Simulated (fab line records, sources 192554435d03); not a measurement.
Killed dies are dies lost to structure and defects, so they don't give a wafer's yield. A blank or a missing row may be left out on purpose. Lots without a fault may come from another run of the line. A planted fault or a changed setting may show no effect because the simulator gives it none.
Split-lot experiment | flow n5_finfet | 7 lots, 21 wafers read, on a route of 1938 steps

THE SPLIT
At N5_SD_ACTIVATION_LSA_01 (time 0.0008 s), the setting temp_c was moved away from the recipe's 1080 C on 5 of the 21 wafers read, by -2.1% to -1.5%. The other wafers ran this setting at the recipe's value.

The file shows no step between the split and the reading.

THE READING
RS_SD_N, in ohm/sq, at N5_SD_ACTIVATION_RS_MEAS_03 (measures by four-point-probe). Fault-free wafers of this fab line usually give 21.85 ohm/sq, standard deviation 0.29 ohm/sq.

wafer  | tool, chamber at the split | temp_c as run, C | against the recipe | RS_SD_N, ohm/sq | against lot-mates on the recipe
L077.1 | laser_anneal-02, 0         | 1059             | -1.9%              | 24.30           | +2.43
L077.2 | laser_anneal-02, 0         | 1080             | recipe             | 21.94           | -
L077.5 | laser_anneal-02, 0         | 1080             | recipe             | 21.81           | -
L078.1 | laser_anneal-01, 0         | 1064             | -1.5%              | 23.83           | +1.54
L078.5 | laser_anneal-01, 0         | 1080             | recipe             | 22.29           | -
L078.6 | laser_anneal-01, 0         | 1064             | -1.5%              | 23.50           | +1.21
L081.3 | laser_anneal-02, 0         | 1080             | recipe             | 22.19           | -
L081.4 | laser_anneal-02, 0         | 1080             | recipe             | 22.11           | -
L081.5 | laser_anneal-02, 0         | 1080             | recipe             | 21.68           | -
L083.1 | laser_anneal-01, 0         | 1080             | recipe             | 22.16           | -
L083.3 | laser_anneal-01, 0         | 1080             | recipe             | 21.99           | -
L083.4 | laser_anneal-01, 0         | 1080             | recipe             | 21.93           | -
L087.2 | laser_anneal-01, 0         | 1080             | recipe             | 22.10           | -
L087.3 | laser_anneal-01, 0         | 1080             | recipe             | 21.98           | -
L087.4 | laser_anneal-01, 0         | 1080             | recipe             | 21.81           | -
L091.3 | laser_anneal-01, 0         | 1057             | -2.1%              | 24.35           | +2.65
L091.4 | laser_anneal-01, 0         | 1080             | recipe             | 21.70           | -
L091.6 | laser_anneal-01, 0         | 1057             | -2.1%              | 24.36           | +2.66
L096.2 | laser_anneal-02, 0         | 1080             | recipe             | 21.86           | -
L096.3 | laser_anneal-02, 0         | 1080             | recipe             | 21.94           | -
L096.5 | laser_anneal-02, 0         | 1080             | recipe             | 21.70           | -

THE FIT
A straight line over all 21 wafers: RS_SD_N changes by -1.15 ohm/sq for each +1% of temp_c; r = -0.98; the points scatter about the line by 0.18 ohm/sq.
The same after taking each lot's own level away (the mean of its wafers on the recipe; 21 wafers): -1.17 ohm/sq for each +1%; r = -0.98; scatter 0.18 ohm/sq.
On that fit, the largest move of temp_c shifts the reading by 2.5 ohm/sq.
The lots' own levels span 21.700 to 22.290 ohm/sq, that is 2.0 times the standard deviation above.
So the lot-to-lot level changes the slope little: the two slopes agree.
Check: with one of the wafers moved furthest among these (-2.1%) left out of the fit, the line predicts +2.42 ohm/sq for it against its lot-mates. It came out at +2.65 ohm/sq against them.
Tool readings at the split's step, against how far the setting was moved: wafer_temp_C_max r = +0.96.

THE WHOLE CHAIN: every reading that the file lists as answering this split, in the file's order
step                        | what it does                 | reading          | change (the file's fit)              | r (the file's)
N5_SD_ACTIVATION_LSA_01     | time 0.0008 s                | wafer_temp_C_max | withheld for each +1% of the setting | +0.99
N5_SD_ACTIVATION_RS_MEAS_03 | measures by four-point-probe | RS_SD_N          | -1.18 for each +1% of the setting    | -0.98

THE FILE'S OWN FIT
RS_SD_N changes by -1.18 ohm/sq for each +1% of temp_c, r = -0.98.
